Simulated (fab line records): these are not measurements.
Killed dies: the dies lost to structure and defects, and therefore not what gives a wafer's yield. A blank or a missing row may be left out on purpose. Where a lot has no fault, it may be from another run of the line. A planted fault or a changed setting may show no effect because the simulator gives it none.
fab line records || flow n5_finfet
[record] {"lots": 12, "wafers": 36, "last_day": 19}
route steps=1938 shown BEOL_M15@1818 MIM_TOP@1835 MIM_TOP_ETCH@1851
lots with no fault: from the same line, run without faults
start_h: the number of hours between the record's first day and the start of the first shown wafer of the lot || wait_h: hours since the lot's step before || " identical to the entry in the row above || L1.1+2: a single row standing in for several wafers || - no value, or no start was given || * or withheld: withheld || < > ~ a bound
route shown NAME@n: a module of which the file shows steps, and the number in the route of the first || usual: mean/standard deviation of fault-free wafers || same: alike in all rows || chamber/n: place in a boat || sites: the reading at each site || _std_site: their standard deviation || _edge_site: outer sites' mean less inner sites' || radius_mm: how far each site lies from the wafer's centre || mask NAME#n: copy n || behind: tool/chamber where the wafer was last shaped || hold: cause of the lot's hold/its duration in hours/its outcome || device: the n, p or np transistor that did not switch || end of line: tests run on the same wafers once the route is complete || where a step has no rows: the recipe by itself || killed: the dies lost at the first sort to structure and to defects; this is not the yield of the wafer || map: the dies of a wafer, with x for killed, . for not killed, _ for no die there
set.NAME: the setting as run; set.NAME@STEP: as run at that earlier step || model.NAME: the simulator's own value behind a step, which no gauge read
a sample of lots followed through the steps of the route, with each step as a table and each wafer as a row
services: from which hour (start_h, from the record's first day; less than 0 if before it) a tool's chamber was out of use, for how many hours, and why
[[steps]]
[step N5_BEOL_M15_PRE_CLEAN_42]
[recipe] {"gas": "H2/He", "time_s": 30, "temp_c": 300}
[usual] {"heater_power_w": "470/47"}
{"lot.wafer": "L804.2", "tool": "pvd_sputter-03", "chamber": "-", "start_h": 256.56, "wait_h": 0.0, "heater_power_w": 493}
{"lot.wafer": "L804.4", "tool": "pvd_sputter-03", "chamber": "-", "start_h": 256.56, "wait_h": 0.0, "heater_power_w": 545}
{"lot.wafer": "L804.5", "tool": "pvd_sputter-03", "chamber": "-", "start_h": 256.56, "wait_h": 0.0, "heater_power_w": 498}
{"lot.wafer": "L805.2", "tool": "pvd_sputter-03", "chamber": "-", "start_h": 279.26, "wait_h": 0.0, "heater_power_w": 395}
{"lot.wafer": "L805.4", "tool": "pvd_sputter-03", "chamber": "-", "start_h": 279.26, "wait_h": 0.0, "heater_power_w": 533}
{"lot.wafer": "L805.5", "tool": "pvd_sputter-03", "chamber": "-", "start_h": 279.26, "wait_h": 0.0, "heater_power_w": 379}
{"lot.wafer": "L807.3", "tool": "pvd_sputter-02", "chamber": "-", "start_h": 279.66, "wait_h": 0.0, "heater_power_w": 426}
{"lot.wafer": "L807.4", "tool": "pvd_sputter-02", "chamber": "-", "start_h": 279.66, "wait_h": 0.0, "heater_power_w": 468}
{"lot.wafer": "L807.6", "tool": "pvd_sputter-02", "chamber": "-", "start_h": 279.66, "wait_h": 0.0, "heater_power_w": 490}
{"lot.wafer": "L808.1", "tool": "pvd_sputter-02", "chamber": "-", "start_h": 284.64, "wait_h": 0.0, "heater_power_w": 472}
{"lot.wafer": "L808.3", "tool": "pvd_sputter-02", "chamber": "-", "start_h": 284.64, "wait_h": 0.0, "heater_power_w": 488}
{"lot.wafer": "L808.4", "tool": "pvd_sputter-02", "chamber": "-", "start_h": 284.64, "wait_h": 0.0, "heater_power_w": 500}
{"lot.wafer": "L806.1", "tool": "pvd_sputter-02", "chamber": "-", "start_h": 289.22, "wait_h": 0.0, "heater_power_w": 476}
{"lot.wafer": "L806.3", "tool": "pvd_sputter-02", "chamber": "-", "start_h": 289.22, "wait_h": 0.0, "heater_power_w": 487}
{"lot.wafer": "L806.5", "tool": "pvd_sputter-02", "chamber": "-", "start_h": 289.22, "wait_h": 0.0, "heater_power_w": 494}
{"lot.wafer": "L810.1", "tool": "pvd_sputter-01", "chamber": "-", "start_h": 317.41, "wait_h": 0.0, "heater_power_w": 438}
{"lot.wafer": "L810.3", "tool": "pvd_sputter-01", "chamber": "-", "start_h": 317.41, "wait_h": 0.0, "heater_power_w": 527}
{"lot.wafer": "L810.4", "tool": "pvd_sputter-01", "chamber": "-", "start_h": 317.41, "wait_h": 0.0, "heater_power_w": 404}
{"lot.wafer": "L811.1", "tool": "pvd_sputter-01", "chamber": "-", "start_h": 321.31, "wait_h": 0.0, "heater_power_w": 533}
{"lot.wafer": "L811.3", "tool": "pvd_sputter-01", "chamber": "-", "start_h": 321.31, "wait_h": 0.0, "heater_power_w": 436}
{"lot.wafer": "L811.6", "tool": "pvd_sputter-01", "chamber": "-", "start_h": 321.31, "wait_h": 0.0, "heater_power_w": 408}
{"lot.wafer": "L815.3", "tool": "pvd_sputter-01", "chamber": "-", "start_h": 349.89, "wait_h": 0.0, "heater_power_w": 448}
{"lot.wafer": "L815.5", "tool": "pvd_sputter-01", "chamber": "-", "start_h": 349.89, "wait_h": 0.0, "heater_power_w": 427}
{"lot.wafer": "L815.6", "tool": "pvd_sputter-01", "chamber": "-", "start_h": 349.89, "wait_h": 0.0, "heater_power_w": 521}
{"lot.wafer": "L813.3", "tool": "pvd_sputter-03", "chamber": "-", "start_h": 351.66, "wait_h": 0.0, "heater_power_w": 385}
{"lot.wafer": "L813.4", "tool": "pvd_sputter-03", "chamber": "-", "start_h": 351.66, "wait_h": 0.0, "heater_power_w": 544}
{"lot.wafer": "L813.6", "tool": "pvd_sputter-03", "chamber": "-", "start_h": 351.66, "wait_h": 0.0, "heater_power_w": 391}
{"lot.wafer": "L816.1", "tool": "pvd_sputter-02", "chamber": "-", "start_h": 351.73, "wait_h": 0.0, "heater_power_w": 489}
{"lot.wafer": "L816.3", "tool": "pvd_sputter-02", "chamber": "-", "start_h": 351.73, "wait_h": 0.0, "heater_power_w": 423}
{"lot.wafer": "L816.5", "tool": "pvd_sputter-02", "chamber": "-", "start_h": 351.73, "wait_h": 0.0, "heater_power_w": 429}
{"lot.wafer": "L817.3", "tool": "pvd_sputter-02", "chamber": "-", "start_h": 354.19, "wait_h": 0.0, "heater_power_w": 473}
{"lot.wafer": "L817.5", "tool": "pvd_sputter-02", "chamber": "-", "start_h": 354.19, "wait_h": 0.0, "heater_power_w": 477}
{"lot.wafer": "L817.6", "tool": "pvd_sputter-02", "chamber": "-", "start_h": 354.19, "wait_h": 0.0, "heater_power_w": 437}
{"lot.wafer": "L825.2", "tool": "pvd_sputter-02", "chamber": "-", "start_h": 421.30, "wait_h": 0.0, "heater_power_w": 489}
{"lot.wafer": "L825.5", "tool": "pvd_sputter-02", "chamber": "-", "start_h": 421.30, "wait_h": 0.0, "heater_power_w": 434}
{"lot.wafer": "L825.6", "tool": "pvd_sputter-02", "chamber": "-", "start_h": 421.30, "wait_h": 0.0, "heater_power_w": 488}
[step N5_MIM_TOP_ALD_01]
[recipe] {"material": "HfO2", "target_thk_a": 56, "temp_c": "withheld", "ald_precursor_family": "Hf-amide", "ald_co_reactant": "O3", "pulse_time_s": 1, "purge_time_s": 3, "co_reactant_purge_time_s": 2, "co_reactant_pulse_time_s": 3, "ald_cycles": 62}
[usual] {"precursor_pulse_height_rel": "1.001/0.019"}
[same] {"ald_cycles": 62, "co_reactant_purge_time_s": 2}
{"lot.wafer": "L804.2", "tool": "ald_hk-01", "chamber": 3, "start_h": "-", "wait_h": "-", "precursor_pulse_height_rel": 0.994}
{"lot.wafer": "L804.4", "tool": "ald_hk-01", "chamber": 2, "start_h": "-", "wait_h": "-", "precursor_pulse_height_rel": 1.016}
{"lot.wafer": "L804.5", "tool": "ald_hk-01", "chamber": 1, "start_h": "-", "wait_h": "-", "precursor_pulse_height_rel": 0.969}
{"lot.wafer": "L805.2", "tool": "ald_hk-03", "chamber": 2, "start_h": "-", "wait_h": "-", "precursor_pulse_height_rel": 0.996}
{"lot.wafer": "L805.4", "tool": "ald_hk-03", "chamber": 0, "start_h": "-", "wait_h": "-", "precursor_pulse_height_rel": 1.041}
{"lot.wafer": "L805.5", "tool": "ald_hk-03", "chamber": 3, "start_h": "-", "wait_h": "-", "precursor_pulse_height_rel": 0.984}
{"lot.wafer": "L807.3", "tool": "ald_hk-02", "chamber": 0, "start_h": "-", "wait_h": "-", "precursor_pulse_height_rel": 0.976}
{"lot.wafer": "L807.4", "tool": "ald_hk-02", "chamber": 3, "start_h": "-", "wait_h": "-", "precursor_pulse_height_rel": 1.034}
{"lot.wafer": "L807.6", "tool": "ald_hk-02", "chamber": 2, "start_h": "-", "wait_h": "-", "precursor_pulse_height_rel": 0.986}
{"lot.wafer": "L808.1", "tool": "ald_hk-01", "chamber": 1, "start_h": "-", "wait_h": "-", "precursor_pulse_height_rel": 1.011}
{"lot.wafer": "L808.3", "tool": "ald_hk-01", "chamber": 0, "start_h": "-", "wait_h": "-", "precursor_pulse_height_rel": 1.024}
{"lot.wafer": "L808.4", "tool": "ald_hk-01", "chamber": 2, "start_h": "-", "wait_h": "-", "precursor_pulse_height_rel": 1.002}
{"lot.wafer": "L806.1", "tool": "ald_hk-03", "chamber": 3, "start_h": "-", "wait_h": "-", "precursor_pulse_height_rel": 0.997}
{"lot.wafer": "L806.3", "tool": "ald_hk-03", "chamber": 1, "start_h": "-", "wait_h": "-", "precursor_pulse_height_rel": 0.994}
{"lot.wafer": "L806.5", "tool": "ald_hk-03", "chamber": 2, "start_h": "-", "wait_h": "-", "precursor_pulse_height_rel": 0.987}
{"lot.wafer": "L810.1", "tool": "ald_hk-02", "chamber": 3, "start_h": "-", "wait_h": "-", "precursor_pulse_height_rel": 1.018}
{"lot.wafer": "L810.3", "tool": "ald_hk-02", "chamber": 2, "start_h": "-", "wait_h": "-", "precursor_pulse_height_rel": 1.038}
{"lot.wafer": "L810.4", "tool": "ald_hk-02", "chamber": 1, "start_h": "-", "wait_h": "-", "precursor_pulse_height_rel": 1.012}
{"lot.wafer": "L811.1", "tool": "ald_hk-03", "chamber": 2, "start_h": "-", "wait_h": "-", "precursor_pulse_height_rel": 0.996}
{"lot.wafer": "L811.3", "tool": "ald_hk-03", "chamber": 0, "start_h": "-", "wait_h": "-", "precursor_pulse_height_rel": 0.977}
{"lot.wafer": "L811.6", "tool": "ald_hk-03", "chamber": 2, "start_h": "-", "wait_h": "-", "precursor_pulse_height_rel": 0.970}
{"lot.wafer": "L815.3", "tool": "ald_hk-03", "chamber": 2, "start_h": "-", "wait_h": "-", "precursor_pulse_height_rel": 0.973}
{"lot.wafer": "L815.5", "tool": "ald_hk-03", "chamber": 1, "start_h": "-", "wait_h": "-", "precursor_pulse_height_rel": 1.000}
{"lot.wafer": "L815.6", "tool": "ald_hk-03", "chamber": 0, "start_h": "-", "wait_h": "-", "precursor_pulse_height_rel": 1.002}
{"lot.wafer": "L813.3", "tool": "ald_hk-02", "chamber": 2, "start_h": "-", "wait_h": "-", "precursor_pulse_height_rel": 1.018}
{"lot.wafer": "L813.4", "tool": "ald_hk-02", "chamber": 0, "start_h": "-", "wait_h": "-", "precursor_pulse_height_rel": 1.009}
{"lot.wafer": "L813.6", "tool": "ald_hk-02", "chamber": 2, "start_h": "-", "wait_h": "-", "precursor_pulse_height_rel": 0.989}
{"lot.wafer": "L816.1", "tool": "ald_hk-03", "chamber": 3, "start_h": "-", "wait_h": "-", "precursor_pulse_height_rel": 0.988}
{"lot.wafer": "L816.3", "tool": "ald_hk-03", "chamber": 1, "start_h": "-", "wait_h": "-", "precursor_pulse_height_rel": 1.018}
{"lot.wafer": "L816.5", "tool": "ald_hk-03", "chamber": 0, "start_h": "-", "wait_h": "-", "precursor_pulse_height_rel": 1.019}
{"lot.wafer": "L817.3", "tool": "ald_hk-02", "chamber": 3, "start_h": "-", "wait_h": "-", "precursor_pulse_height_rel": 1.036}
{"lot.wafer": "L817.5", "tool": "ald_hk-02", "chamber": 3, "start_h": "-", "wait_h": "-", "precursor_pulse_height_rel": 0.999}
{"lot.wafer": "L817.6", "tool": "ald_hk-02", "chamber": 2, "start_h": "-", "wait_h": "-", "precursor_pulse_height_rel": 0.978}
{"lot.wafer": "L825.2", "tool": "ald_hk-02", "chamber": 3, "start_h": "-", "wait_h": "-", "precursor_pulse_height_rel": 1.005}
{"lot.wafer": "L825.5", "tool": "ald_hk-02", "chamber": 0, "start_h": "-", "wait_h": "-", "precursor_pulse_height_rel": 1.004}
{"lot.wafer": "L825.6", "tool": "ald_hk-02", "chamber": 3, "start_h": "-", "wait_h": "-", "precursor_pulse_height_rel": 1.009}
[step N5_MIM_TOP_ALD_02]
[recipe] {"material": "Al2O3", "target_thk_a": "*", "temp_c": "withheld", "ald_precursor_family": "TMA", "ald_co_reactant": "O3", "pulse_time_s": "withheld", "purge_time_s": 3, "co_reactant_purge_time_s": "withheld", "co_reactant_pulse_time_s": 3, "ald_cycles": "withheld"}
[usual] {"precursor_pulse_height_rel": "1.000/0.019"}
{"lot.wafer": "L804.2", "tool": "ald_hk-01", "chamber": 3, "start_h": "-", "wait_h": "-", "precursor_pulse_height_rel": 0.999}
{"lot.wafer": "L804.4", "tool": "ald_hk-01", "chamber": 2, "start_h": "-", "wait_h": "-", "precursor_pulse_height_rel": 1.003}
{"lot.wafer": "L804.5", "tool": "ald_hk-01", "chamber": 1, "start_h": "-", "wait_h": "-", "precursor_pulse_height_rel": 0.993}
{"lot.wafer": "L805.2", "tool": "ald_hk-03", "chamber": 2, "start_h": "-", "wait_h": "-", "precursor_pulse_height_rel": 0.977}
{"lot.wafer": "L805.4", "tool": "ald_hk-03", "chamber": 0, "start_h": "-", "wait_h": "-", "precursor_pulse_height_rel": 0.979}
{"lot.wafer": "L805.5", "tool": "ald_hk-03", "chamber": 3, "start_h": "-", "wait_h": "-", "precursor_pulse_height_rel": 1.001}
{"lot.wafer": "L807.3", "tool": "ald_hk-02", "chamber": 0, "start_h": "-", "wait_h": "-", "precursor_pulse_height_rel": 1.014}
{"lot.wafer": "L807.4", "tool": "ald_hk-02", "chamber": 3, "start_h": "-", "wait_h": "-", "precursor_pulse_height_rel": 1.003}
{"lot.wafer": "L807.6", "tool": "ald_hk-02", "chamber": 2, "start_h": "-", "wait_h": "-", "precursor_pulse_height_rel": 1.014}
{"lot.wafer": "L808.1", "tool": "ald_hk-01", "chamber": 1, "start_h": "-", "wait_h": "-", "precursor_pulse_height_rel": 1.003}
{"lot.wafer": "L808.3", "tool": "ald_hk-01", "chamber": 0, "start_h": "-", "wait_h": "-", "precursor_pulse_height_rel": 1.005}
{"lot.wafer": "L808.4", "tool": "ald_hk-01", "chamber": 2, "start_h": "-", "wait_h": "-", "precursor_pulse_height_rel": 0.977}
{"lot.wafer": "L806.1", "tool": "ald_hk-03", "chamber": 3, "start_h": "-", "wait_h": "-", "precursor_pulse_height_rel": 0.986}
{"lot.wafer": "L806.3", "tool": "ald_hk-03", "chamber": 1, "start_h": "-", "wait_h": "-", "precursor_pulse_height_rel": 1.023}
{"lot.wafer": "L806.5", "tool": "ald_hk-03", "chamber": 2, "start_h": "-", "wait_h": "-", "precursor_pulse_height_rel": 1.010}
{"lot.wafer": "L810.1", "tool": "ald_hk-02", "chamber": 3, "start_h": "-", "wait_h": "-", "precursor_pulse_height_rel": 1.008}
{"lot.wafer": "L810.3", "tool": "ald_hk-02", "chamber": 2, "start_h": "-", "wait_h": "-", "precursor_pulse_height_rel": 1.023}
{"lot.wafer": "L810.4", "tool": "ald_hk-02", "chamber": 1, "start_h": "-", "wait_h": "-", "precursor_pulse_height_rel": 0.954}
{"lot.wafer": "L811.1", "tool": "ald_hk-03", "chamber": 2, "start_h": "-", "wait_h": "-", "precursor_pulse_height_rel": 1.001}
{"lot.wafer": "L811.3", "tool": "ald_hk-03", "chamber": 0, "start_h": "-", "wait_h": "-", "precursor_pulse_height_rel": 0.980}
{"lot.wafer": "L811.6", "tool": "ald_hk-03", "chamber": 2, "start_h": "-", "wait_h": "-", "precursor_pulse_height_rel": 1.007}
{"lot.wafer": "L815.3", "tool": "ald_hk-03", "chamber": 2, "start_h": "-", "wait_h": "-", "precursor_pulse_height_rel": 0.982}
{"lot.wafer": "L815.5", "tool": "ald_hk-03", "chamber": 1, "start_h": "-", "wait_h": "-", "precursor_pulse_height_rel": 0.998}
{"lot.wafer": "L815.6", "tool": "ald_hk-03", "chamber": 0, "start_h": "-", "wait_h": "-", "precursor_pulse_height_rel": 1.055}
{"lot.wafer": "L813.3", "tool": "ald_hk-02", "chamber": 2, "start_h": "-", "wait_h": "-", "precursor_pulse_height_rel": 0.974}
{"lot.wafer": "L813.4", "tool": "ald_hk-02", "chamber": 0, "start_h": "-", "wait_h": "-", "precursor_pulse_height_rel": 0.975}
{"lot.wafer": "L813.6", "tool": "ald_hk-02", "chamber": 2, "start_h": "-", "wait_h": "-", "precursor_pulse_height_rel": 0.974}
{"lot.wafer": "L816.1", "tool": "ald_hk-03", "chamber": 3, "start_h": "-", "wait_h": "-", "precursor_pulse_height_rel": 1.037}
{"lot.wafer": "L816.3", "tool": "ald_hk-03", "chamber": 1, "start_h": "-", "wait_h": "-", "precursor_pulse_height_rel": 1.006}
{"lot.wafer": "L816.5", "tool": "ald_hk-03", "chamber": 0, "start_h": "-", "wait_h": "-", "precursor_pulse_height_rel": 1.007}
{"lot.wafer": "L817.3", "tool": "ald_hk-02", "chamber": 3, "start_h": "-", "wait_h": "-", "precursor_pulse_height_rel": 0.998}
{"lot.wafer": "L817.5", "tool": "ald_hk-02", "chamber": 3, "start_h": "-", "wait_h": "-", "precursor_pulse_height_rel": 0.991}
{"lot.wafer": "L817.6", "tool": "ald_hk-02", "chamber": 2, "start_h": "-", "wait_h": "-", "precursor_pulse_height_rel": 0.999}
{"lot.wafer": "L825.2", "tool": "ald_hk-02", "chamber": 3, "start_h": "-", "wait_h": "-", "precursor_pulse_height_rel": 0.986}
{"lot.wafer": "L825.5", "tool": "ald_hk-02", "chamber": 0, "start_h": "-", "wait_h": "-", "precursor_pulse_height_rel": 1.012}
{"lot.wafer": "L825.6", "tool": "ald_hk-02", "chamber": 3, "start_h": "-", "wait_h": "-", "precursor_pulse_height_rel": 0.986}
[step N5_MIM_TOP_ETCH_ETCH_00]
[recipe] {"chemistry": "Cl2/BCl3", "target": "TiN", "target_depth_a": 385, "ion_energy_ev": 150, "pressure_mtorr": 10, "icp_w": 1000, "bias_w": 126, "Cl2_flow_sccm": 53.25, "bcl3_flow_sccm": 21.75, "Ar_flow_sccm": 25}
[usual] {"drypump_motor_current_A": "5.8/0.38", "oes_product_au": "0.78/0.077", "throttle_valve_pct": "22.7/0.31"}
{"lot.wafer": "L804.2", "tool": "rie_metal-03", "chamber": 0, "start_h": 261.93, "wait_h": 0.1, "drypump_motor_current_A": 6.3, "oes_product_au": 0.77, "rf_hours_counter_h": 50, "throttle_valve_pct": 22.9}
{"lot.wafer": "L804.4", "tool": "rie_metal-03", "chamber": 0, "start_h": 261.93, "wait_h": 0.1, "drypump_motor_current_A": 6.2, "oes_product_au": 0.76, "rf_hours_counter_h": "-", "throttle_valve_pct": 22.9}
{"lot.wafer": "L804.5", "tool": "rie_metal-03", "chamber": 1, "start_h": 261.93, "wait_h": 0.1, "drypump_motor_current_A": 5.4, "oes_product_au": 0.91, "rf_hours_counter_h": "-", "throttle_valve_pct": 22.3}
{"lot.wafer": "L805.2", "tool": "rie_metal-01", "chamber": 0, "start_h": 285.11, "wait_h": 0.1, "drypump_motor_current_A": 6.0, "oes_product_au": 0.68, "rf_hours_counter_h": 78, "throttle_valve_pct": 22.6}
{"lot.wafer": "L805.4", "tool": "rie_metal-01", "chamber": 1, "start_h": 285.11, "wait_h": 0.1, "drypump_motor_current_A": 5.5, "oes_product_au": 0.76, "rf_hours_counter_h": "-", "throttle_valve_pct": 23.2}
{"lot.wafer": "L805.5", "tool": "rie_metal-01", "chamber": 1, "start_h": 285.11, "wait_h": 0.1, "drypump_motor_current_A": 5.5, "oes_product_au": 0.77, "rf_hours_counter_h": "-", "throttle_valve_pct": 23.2}
{"lot.wafer": "L807.3", "tool": "rie_metal-01", "chamber": 1, "start_h": 285.40, "wait_h": 0.1, "drypump_motor_current_A": 5.5, "oes_product_au": 0.76, "rf_hours_counter_h": "-", "throttle_valve_pct": 23.2}
{"lot.wafer": "L807.4", "tool": "rie_metal-01", "chamber": 0, "start_h": 285.40, "wait_h": 0.1, "drypump_motor_current_A": 5.9, "oes_product_au": 0.68, "rf_hours_counter_h": "-", "throttle_valve_pct": 22.6}
{"lot.wafer": "L807.6", "tool": "rie_metal-01", "chamber": 1, "start_h": 285.40, "wait_h": 0.1, "drypump_motor_current_A": 5.5, "oes_product_au": 0.78, "rf_hours_counter_h": "-", "throttle_valve_pct": 23.2}
{"lot.wafer": "L808.1", "tool": "rie_metal-03", "chamber": 0, "start_h": 289.66, "wait_h": 0.1, "drypump_motor_current_A": 6.3, "oes_product_au": 0.76, "rf_hours_counter_h": 52, "throttle_valve_pct": 22.9}
{"lot.wafer": "L808.3", "tool": "rie_metal-03", "chamber": 1, "start_h": 289.66, "wait_h": 0.1, "drypump_motor_current_A": 5.4, "oes_product_au": 0.89, "rf_hours_counter_h": "-", "throttle_valve_pct": 22.3}
{"lot.wafer": "L808.4", "tool": "rie_metal-03", "chamber": 0, "start_h": 289.66, "wait_h": 0.1, "drypump_motor_current_A": 6.3, "oes_product_au": 0.76, "rf_hours_counter_h": "-", "throttle_valve_pct": 22.9}
{"lot.wafer": "L806.1", "tool": "rie_metal-03", "chamber": 0, "start_h": 306.96, "wait_h": 0.1, "drypump_motor_current_A": 6.3, "oes_product_au": 0.75, "rf_hours_counter_h": 54, "throttle_valve_pct": 22.9}
{"lot.wafer": "L806.3", "tool": "rie_metal-03", "chamber": 1, "start_h": 306.96, "wait_h": 0.1, "drypump_motor_current_A": 5.4, "oes_product_au": 0.88, "rf_hours_counter_h": "-", "throttle_valve_pct": 22.3}
{"lot.wafer": "L806.5", "tool": "rie_metal-03", "chamber": 0, "start_h": 306.96, "wait_h": 0.1, "drypump_motor_current_A": 6.3, "oes_product_au": 0.75, "rf_hours_counter_h": "-", "throttle_valve_pct": 22.9}
{"lot.wafer": "L810.1", "tool": "rie_metal-03", "chamber": 0, "start_h": 322.77, "wait_h": 0.1, "drypump_motor_current_A": 6.2, "oes_product_au": 0.75, "rf_hours_counter_h": 56, "throttle_valve_pct": 22.9}
{"lot.wafer": "L810.3", "tool": "rie_metal-03", "chamber": 0, "start_h": 322.77, "wait_h": 0.1, "drypump_motor_current_A": 6.3, "oes_product_au": 0.77, "rf_hours_counter_h": "-", "throttle_valve_pct": 22.9}
{"lot.wafer": "L810.4", "tool": "rie_metal-03", "chamber": 1, "start_h": 322.77, "wait_h": 0.1, "drypump_motor_current_A": 5.4, "oes_product_au": 0.88, "rf_hours_counter_h": "-", "throttle_valve_pct": 22.3}
{"lot.wafer": "L811.1", "tool": "rie_metal-02", "chamber": 0, "start_h": 326.91, "wait_h": 0.1, "drypump_motor_current_A": 5.3, "oes_product_au": 0.90, "rf_hours_counter_h": 6, "throttle_valve_pct": 22.6}
{"lot.wafer": "L811.3", "tool": "rie_metal-02", "chamber": 1, "start_h": 326.91, "wait_h": 0.1, "drypump_motor_current_A": 5.9, "oes_product_au": 0.71, "rf_hours_counter_h": "-", "throttle_valve_pct": 22.9}
{"lot.wafer": "L811.6", "tool": "rie_metal-02", "chamber": 0, "start_h": 326.91, "wait_h": 0.1, "drypump_motor_current_A": 5.3, "oes_product_au": 0.91, "rf_hours_counter_h": "-", "throttle_valve_pct": 22.6}
{"lot.wafer": "L815.3", "tool": "rie_metal-03", "chamber": 0, "start_h": 354.81, "wait_h": 0.1, "drypump_motor_current_A": 6.3, "oes_product_au": 0.73, "rf_hours_counter_h": "-", "throttle_valve_pct": 22.9}
{"lot.wafer": "L815.5", "tool": "rie_metal-03", "chamber": 1, "start_h": 354.81, "wait_h": 0.1, "drypump_motor_current_A": 5.4, "oes_product_au": 0.86, "rf_hours_counter_h": "-", "throttle_valve_pct": 22.3}
{"lot.wafer": "L815.6", "tool": "rie_metal-03", "chamber": 0, "start_h": 354.81, "wait_h": 0.1, "drypump_motor_current_A": 6.3, "oes_product_au": 0.74, "rf_hours_counter_h": "-", "throttle_valve_pct": 22.9}
{"lot.wafer": "L813.3", "tool": "rie_metal-03", "chamber": 0, "start_h": 357.63, "wait_h": 0.1, "drypump_motor_current_A": 6.3, "oes_product_au": 0.73, "rf_hours_counter_h": "-", "throttle_valve_pct": 22.9}
{"lot.wafer": "L813.4", "tool": "rie_metal-03", "chamber": 1, "start_h": 357.63, "wait_h": 0.1, "drypump_motor_current_A": 5.4, "oes_product_au": 0.85, "rf_hours_counter_h": "-", "throttle_valve_pct": 22.3}
{"lot.wafer": "L813.6", "tool": "rie_metal-03", "chamber": 1, "start_h": 357.63, "wait_h": 0.1, "drypump_motor_current_A": 5.4, "oes_product_au": 0.84, "rf_hours_counter_h": "-", "throttle_valve_pct": 22.3}
{"lot.wafer": "L816.1", "tool": "rie_metal-01", "chamber": 1, "start_h": 359.06, "wait_h": 0.1, "drypump_motor_current_A": 5.5, "oes_product_au": 0.74, "rf_hours_counter_h": 52, "throttle_valve_pct": 23.2}
{"lot.wafer": "L816.3", "tool": "rie_metal-01", "chamber": 0, "start_h": 359.06, "wait_h": 0.1, "drypump_motor_current_A": 6.0, "oes_product_au": 0.66, "rf_hours_counter_h": "-", "throttle_valve_pct": 22.6}
{"lot.wafer": "L816.5", "tool": "rie_metal-01", "chamber": 0, "start_h": 359.06, "wait_h": 0.1, "drypump_motor_current_A": 6.0, "oes_product_au": 0.67, "rf_hours_counter_h": "-", "throttle_valve_pct": 22.6}
{"lot.wafer": "L817.3", "tool": "rie_metal-03", "chamber": 0, "start_h": 359.64, "wait_h": 0.1, "drypump_motor_current_A": 6.3, "oes_product_au": 1.05, "rf_hours_counter_h": "-", "throttle_valve_pct": 22.8}
{"lot.wafer": "L817.5", "tool": "rie_metal-03", "chamber": 0, "start_h": 359.64, "wait_h": 0.1, "drypump_motor_current_A": 6.3, "oes_product_au": 1.04, "rf_hours_counter_h": "-", "throttle_valve_pct": 22.8}
{"lot.wafer": "L817.6", "tool": "rie_metal-03", "chamber": 1, "start_h": 359.64, "wait_h": 0.1, "drypump_motor_current_A": 5.4, "oes_product_au": 0.86, "rf_hours_counter_h": "-", "throttle_valve_pct": 22.3}
{"lot.wafer": "L825.2", "tool": "rie_metal-02", "chamber": 0, "start_h": 431.60, "wait_h": 0.1, "drypump_motor_current_A": 5.3, "oes_product_au": 0.86, "rf_hours_counter_h": 16, "throttle_valve_pct": 22.6}
{"lot.wafer": "L825.5", "tool": "rie_metal-02", "chamber": 1, "start_h": 431.60, "wait_h": 0.1, "drypump_motor_current_A": 5.9, "oes_product_au": 0.69, "rf_hours_counter_h": "-", "throttle_valve_pct": 23.0}
{"lot.wafer": "L825.6", "tool": "rie_metal-02", "chamber": 0, "start_h": 431.60, "wait_h": 0.1, "drypump_motor_current_A": 5.3, "oes_product_au": 0.86, "rf_hours_counter_h": "-", "throttle_valve_pct": 22.6}
[[services]]
{"tool": "rie_metal-03", "chamber": "-", "start_h": 265.67, "hours": 0.1, "kind": "repair"}
{"tool": "rie_metal-02", "chamber": "-", "start_h": 291.07, "hours": 2.8, "kind": "pm"}
{"tool": "ald_hk-01", "chamber": "-", "start_h": 304.61, "hours": 84.0, "kind": "repair"}
{"tool": "ald_hk-03", "chamber": "-", "start_h": 320.60, "hours": 1.1, "kind": "repair"}
{"tool": "rie_metal-01", "chamber": 0, "start_h": 342.08, "hours": 12.0, "kind": "repair"}
{"tool": "ald_hk-02", "chamber": "-", "start_h": 352.75, "hours": 0.5, "kind": "repair"}
{"tool": "pvd_sputter-02", "chamber": "-", "start_h": 391.44, "hours": 2.1, "kind": "repair"}
{"tool": "rie_metal-02", "chamber": 1, "start_h": 399.27, "hours": 14.8, "kind": "repair"}
{"tool": "rie_metal-03", "chamber": "-", "start_h": 420.48, "hours": 2.8, "kind": "pm"}
{"tool": "rie_metal-01", "chamber": 0, "start_h": 431.63, "hours": "-", "kind": "clean"}
[[key]]
[first_sign] {"step": "N5_MIM_TOP_ETCH_ETCH_00", "reading": "oes_product_au", "direction": "up", "sigmas": 3.4, "usual": 0.78, "struck": 1.04}
effect none on later readings
met_at N5_MIM_TOP_ETCH_ETCH_00
struck_lots L817
struck_wafers L817.3,L817.5
not_acting_at N5_BEOL_M15_PRE_CLEAN_42,N5_MIM_TOP_ALD_01,N5_MIM_TOP_ALD_02
onset_between 357.63 359.64
[fault] {"kind": "process_parameter_drift", "tool": "rie_metal-03", "chamber": "-", "onset_h": 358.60, "steps": "N5_MIM_TOP_ETCH_ETCH_00", "channel": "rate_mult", "offset": 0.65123, "shape": "step", "end_h": 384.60, "scope": "struck_wafers_only"}
